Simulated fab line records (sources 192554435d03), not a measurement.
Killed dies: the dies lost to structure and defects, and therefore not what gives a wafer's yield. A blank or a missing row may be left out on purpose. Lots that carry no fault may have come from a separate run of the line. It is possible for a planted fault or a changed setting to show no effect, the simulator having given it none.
Matching of chambers || flow n5Finfet || N5_FIN_CUT_CUT_ETCH_27 on rieDiel-05: 4 sister chambers
The step etches SiO2 in CHF3/O2, target depth 4 nm, overetch 2 nm, time 4.9 s. 16 wafers are shown with their chamber, then 8 later ones without.

== EACH WAFER AND ITS CHAMBER ==
{"wafer": "L075.1", "chamber": 2, "drypumpMotorCurrentA (A)": 6.0, "throttleValvePct (%)": 18.58, "rfVppV (V)": 524}
{"wafer": "L075.5", "chamber": 2, "drypumpMotorCurrentA (A)": 6.0, "throttleValvePct (%)": 18.57, "rfVppV (V)": 523}
{"wafer": "L075.6", "chamber": 1, "drypumpMotorCurrentA (A)": 5.2, "throttleValvePct (%)": 19.11, "rfVppV (V)": 515}
{"wafer": "L076.1", "chamber": 1, "drypumpMotorCurrentA (A)": 5.2, "throttleValvePct (%)": 19.11, "rfVppV (V)": 516}
{"wafer": "L076.2", "chamber": 2, "drypumpMotorCurrentA (A)": 6.1, "throttleValvePct (%)": 18.56, "rfVppV (V)": 524}
{"wafer": "L076.3", "chamber": 3, "drypumpMotorCurrentA (A)": 5.6, "throttleValvePct (%)": 18.98, "rfVppV (V)": 525}
{"wafer": "L076.4", "chamber": 0, "drypumpMotorCurrentA (A)": 6.1, "throttleValvePct (%)": 18.80, "rfVppV (V)": 524}
{"wafer": "L076.5", "chamber": 1, "drypumpMotorCurrentA (A)": 5.2, "throttleValvePct (%)": 19.07, "rfVppV (V)": 515}
{"wafer": "L076.6", "chamber": 0, "drypumpMotorCurrentA (A)": 6.1, "throttleValvePct (%)": 18.79, "rfVppV (V)": 524}
{"wafer": "L080.1", "chamber": 1, "drypumpMotorCurrentA (A)": 5.2, "throttleValvePct (%)": 19.11, "rfVppV (V)": 516}
{"wafer": "L080.3", "chamber": 2, "drypumpMotorCurrentA (A)": 6.0, "throttleValvePct (%)": 18.57, "rfVppV (V)": 524}
{"wafer": "L080.5", "chamber": 2, "drypumpMotorCurrentA (A)": 6.0, "throttleValvePct (%)": 18.55, "rfVppV (V)": 523}
{"wafer": "L081.1", "chamber": 1, "drypumpMotorCurrentA (A)": 5.2, "throttleValvePct (%)": 19.12, "rfVppV (V)": 515}
{"wafer": "L081.4", "chamber": 2, "drypumpMotorCurrentA (A)": 6.1, "throttleValvePct (%)": 18.56, "rfVppV (V)": 523}
{"wafer": "L081.6", "chamber": 1, "drypumpMotorCurrentA (A)": 5.2, "throttleValvePct (%)": 19.13, "rfVppV (V)": 514}
{"wafer": "L090.1", "chamber": 0, "drypumpMotorCurrentA (A)": 6.1, "throttleValvePct (%)": 18.82, "rfVppV (V)": 524}

SIGNATURES (averages over the wafers above)
{"reading": "drypumpMotorCurrentA", "chamber 0": 6.100, "chamber 1": 5.200, "chamber 2": 6.033, "chamber 3": 5.600, "scatter within a chamber": 0.0333}
{"reading": "throttleValvePct", "chamber 0": 18.8033, "chamber 1": 19.1083, "chamber 2": 18.5650, "chamber 3": 18.9800, "scatter within a chamber": 0.0161}
{"reading": "rfVppV", "chamber 0": 524.00, "chamber 1": 515.17, "chamber 2": 523.50, "chamber 3": 525.00, "scatter within a chamber": 0.601}
Rule: a wafer's distance from a chamber is the root of the sum, over the readings, of the square of ((its reading less the chamber's mean) divided by the reading's scatter). If the next closest chamber is less than 2 further off than the closest, the wafer can't be placed; otherwise it belongs to the closest. The scatter: take each reading less its chamber's mean, square it, sum over the shown wafers, divide by the number of wafers less the number of chambers, and take the root.

== WAFERS WITHOUT THEIR CHAMBER ==
{"wafer": "L090.2", "drypumpMotorCurrentA (A)": 5.2, "throttleValvePct (%)": 18.74, "rfVppV (V)": 516}
{"wafer": "L090.3", "drypumpMotorCurrentA (A)": 6.0, "throttleValvePct (%)": 18.63, "rfVppV (V)": 523}
{"wafer": "L093.3", "drypumpMotorCurrentA (A)": 5.6, "throttleValvePct (%)": 18.64, "rfVppV (V)": 524}
{"wafer": "L093.4", "drypumpMotorCurrentA (A)": 6.1, "throttleValvePct (%)": 18.84, "rfVppV (V)": 524}
{"wafer": "L093.6", "drypumpMotorCurrentA (A)": 6.0, "throttleValvePct (%)": 18.60, "rfVppV (V)": 523}
{"wafer": "L094.1", "drypumpMotorCurrentA (A)": 6.0, "throttleValvePct (%)": 18.60, "rfVppV (V)": 522}
{"wafer": "L094.4", "drypumpMotorCurrentA (A)": 5.2, "throttleValvePct (%)": 18.74, "rfVppV (V)": 514}
{"wafer": "L094.6", "drypumpMotorCurrentA (A)": 6.0, "throttleValvePct (%)": 18.62, "rfVppV (V)": 522}

== WHICH CHAMBER EACH ONE RAN IN ==
{"wafer": "L090.2", "from the rows above": "can't be placed: 1 or 3", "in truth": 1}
{"wafer": "L090.3", "from the rows above": 2, "in truth": 2}
{"wafer": "L093.3", "from the rows above": 2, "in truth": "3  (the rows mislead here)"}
{"wafer": "L093.4", "from the rows above": 0, "in truth": 0}
{"wafer": "L093.6", "from the rows above": 2, "in truth": 2}
{"wafer": "L094.1", "from the rows above": 2, "in truth": 2}
{"wafer": "L094.4", "from the rows above": 1, "in truth": 1}
{"wafer": "L094.6", "from the rows above": 2, "in truth": 2}
Correctly placed: 6 of 8. Not placeable from these rows: 1 (in 1, the candidates include the true chamber). Placed wrongly: 1.
